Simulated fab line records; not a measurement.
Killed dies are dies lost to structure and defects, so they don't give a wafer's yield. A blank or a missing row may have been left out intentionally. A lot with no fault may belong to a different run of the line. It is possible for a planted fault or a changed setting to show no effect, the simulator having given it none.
8D (eight disciplines) problem report, filled in by code | flow n5 finfet | the parts of the form that need people (team, actions taken, sign-off) are left out

## 1. PROBLEM STATEMENT
Mean of run length s at N5_BEOL_M0_CVD_115: 224.3 s across 3 wafers in 2 lots; on wafers with no fault it is 142.8 s (standard deviation 0.73). So: +99 or more standard deviations from the usual mean.
The step: deposits Co from CCTBA/H2, time 120 s.
Earliest sighting: wafer L340.2 on cvd co-01 at day 8 07:04. Wafers with a number at this step in the record: 25, from 9 lots. Rule for "out", or "out of limits": more than 4 standard deviations from the usual mean. The rest of the wafers with a number are treated as sound.

## 2. WHAT IT IS, AND WHAT IT ISN'T
question                    | is                     | is not
which readings at this step | run length s           | chamber pressure Torr
which lots                  | L340, L341             | L330, L331, L332, L345, L348, L351, L353
which wafers of those lots  | L340.2, L340.5, L341.2 | L341.4
read on which tools         | cvd co-01              | cvd co-02
when                        | from day 8 07:04       | up to then (9 sound wafers); but 13 sound wafers of L341, L345, L348, L351, L353 came after

## 3. SUSPECTS, AND WHAT RULES EACH OUT
Counting: any tool at a process step up to the reading remains a suspect provided it ran every lot that is out. Sound lots after the first of them don't rule it out here, since some wafers of a struck lot are sound.
- rie diel-04 at N5_BEOL_M0_TRENCH_ETCH_107 (etches SiOC in C4F6/O2, target depth 32.8 nm, time 16.4 s): kept. It ran every lot that is out, first L340 (day 8 05:49).
- pvd sputter-03 at N5_BEOL_M0_PRE_CLEAN_113 (time 30 s): kept. It ran every lot that is out, first L340 (day 8 06:32).
- cvd co-01 at N5_BEOL_M0_CVD_115 (deposits Co from CCTBA/H2, time 120 s): kept. It ran every lot that is out, first L340 (day 8 07:04); its last sound lot up to then is L331 (day 6 03:23). On those wafers its own readings are out: run length s.
- Within rie diel-04 at N5_BEOL_M0_TRENCH_ETCH_107: the wafers that are out ran in chambers 1, 3; their sound lot-mates ran in chamber 0.
Still standing after the count: rie diel-04 at N5_BEOL_M0_TRENCH_ETCH_107, pvd sputter-03 at N5_BEOL_M0_PRE_CLEAN_113, cvd co-01 at N5_BEOL_M0_CVD_115.

## 4. THE CAUSE (what the simulator had put in)
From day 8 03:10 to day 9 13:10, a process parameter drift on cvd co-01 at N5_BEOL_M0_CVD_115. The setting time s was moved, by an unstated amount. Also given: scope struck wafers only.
Counting left 3 suspects, and this tool is among them.

## 5. THE EFFECT CHAIN, in route order
Each row: a reading whose mean over the struck wafers that have a number lies more than 3 standard deviations from the usual. Readings are gone through only where the record gives a usual standard deviation; hours: the median, over the lots, of the time from a lot's start at the first step in this table giving one to that lot's start at this step; sigmas: the change measured in usual standard deviations.
hours | step               | reading      | usual   | on struck wafers | change | sigmas
0     | N5_BEOL_M0_CVD_115 | run length s | 142.8 s | 224.3            | +81.5  | +99 or more
Here are the process steps it includes:
- N5_BEOL_M0_CVD_115: deposits Co from CCTBA/H2, time 120 s.
At these later measuring or inspecting steps, every struck wafer for which the step has a row has a number for every such reading, and none has moved that far: N5_BEOL_M4_RC_MEAS_101.

## 6. HOW IT WOULD HAVE BEEN CAUGHT EARLIER
The fault began at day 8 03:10; the first out-of-limits reading in this record came at day 8 07:04, 4 hours later.
